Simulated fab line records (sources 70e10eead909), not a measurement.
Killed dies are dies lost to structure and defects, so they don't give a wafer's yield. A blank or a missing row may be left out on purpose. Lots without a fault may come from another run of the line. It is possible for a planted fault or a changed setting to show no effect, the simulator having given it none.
Struck lot and sound lot, side by side | flow nand-harc | 13 out of 1302 route steps
Sound: wafers L254.1, L254.3, L254.4. Wafers struck: L259.1, L259.2, L259.5. The cause comes at the end.
At each step with rows: each side's tool, then ch and its chambers, then its first start. Under that, the readings that differ: sound wafers | struck wafers | difference of the means | sigmas: that difference in standard deviations of wafers without a fault.
alike: readings whose means differ by less than 2 such deviations, and words and numbers that are the same on both sides. not compared: withheld readings, readings that some wafer has no value for, bounds like >300 that may hide the same value, and numbers for which the record gives no deviation and whose values overlap.
Wherever a step has rows on one side only, a row that says differs or no value, or a row with sigmas, the two part there. When numbers do not overlap yet have no deviation, they are printed without sigmas and do not part them. A reading missing from all wafers of one side parts the sides only when that side holds two or more wafers.

NHARC_A_SOURCE_PLATE_THK_MEAS_09: measures by ellipsometry.
  sound on film-metro-01, day 11 13:08; struck on film-metro-01, day 13 17:08
  alike: thk-nm
then, 3 steps without rows for these wafers: NHARC_A_SOURCE_PLATE_PVD_04 (deposits WSi2, target thk 50 nm); NHARC_A_SOURCE_PLATE_CVD_03 (deposits poly-Si, target thk 200 nm, time 4000 s); NHARC_A_SOURCE_PLATE_ANNEAL_05 (time 1800 s).
NHARC_A_SOURCE_PLATE_THK_MEAS_06: measures by ellipsometry.
  sound on film-metro-01, day 12 01:51; struck on film-metro-02, day 14 06:13
  alike: thk-nm
NHARC_A_SOURCE_PLATE_INSPECT_08:
  sound on defect-inspect-02, day 12 01:57; struck on defect-inspect-02, day 14 06:17
  alike: raw-defect-count
after that, 1 step with no rows for these wafers: NHARC_A_ONON_D1_DEP_00 (target thk 1000 nm).
NHARC_A_ONON_D1_THK_MEAS_02: measures by ellipsometry.
  sound on film-metro-01, day 12 02:32; struck on film-metro-02, day 14 06:55
  alike: thk-nm
after that, 1 step with no rows for these wafers: NHARC_A_ONON_D1_DEP_03 (target thk 1000 nm).
NHARC_A_ONON_D1_THK_MEAS_05: measures by ellipsometry.
  sound on film-metro-01, day 12 03:06; struck on film-metro-02, day 14 07:29
  alike: thk-nm
NHARC_A_ONON_D1_DEP_06: target thk 1000 nm.
  sound on pecvd-onon-04 ch 0, day 12 03:10; struck on pecvd-onon-03 ch 0, day 14 07:32
  alike: n2o-flow-sccm
NHARC_A_ONON_D1_THK_MEAS_08: measures by ellipsometry.
  sound on film-metro-02, day 12 03:40; struck on film-metro-02, day 14 08:14
  reading     | sound       | struck         | difference | sigmas
  thk-nm (nm) | 995 995 994 | 1533 1534 1535 | +539       | +49
  not compared: hold
NHARC_END_SORT_01:
  the record has rows for the sound wafers here (prober-02 ch 0, day 28 11:53) and none for the struck ones

== WHERE THEY PART ==
Last at NHARC_END_SORT_01 as far as this record goes, first at NHARC_A_ONON_D1_THK_MEAS_08.

WHY: what had been put in by the simulator
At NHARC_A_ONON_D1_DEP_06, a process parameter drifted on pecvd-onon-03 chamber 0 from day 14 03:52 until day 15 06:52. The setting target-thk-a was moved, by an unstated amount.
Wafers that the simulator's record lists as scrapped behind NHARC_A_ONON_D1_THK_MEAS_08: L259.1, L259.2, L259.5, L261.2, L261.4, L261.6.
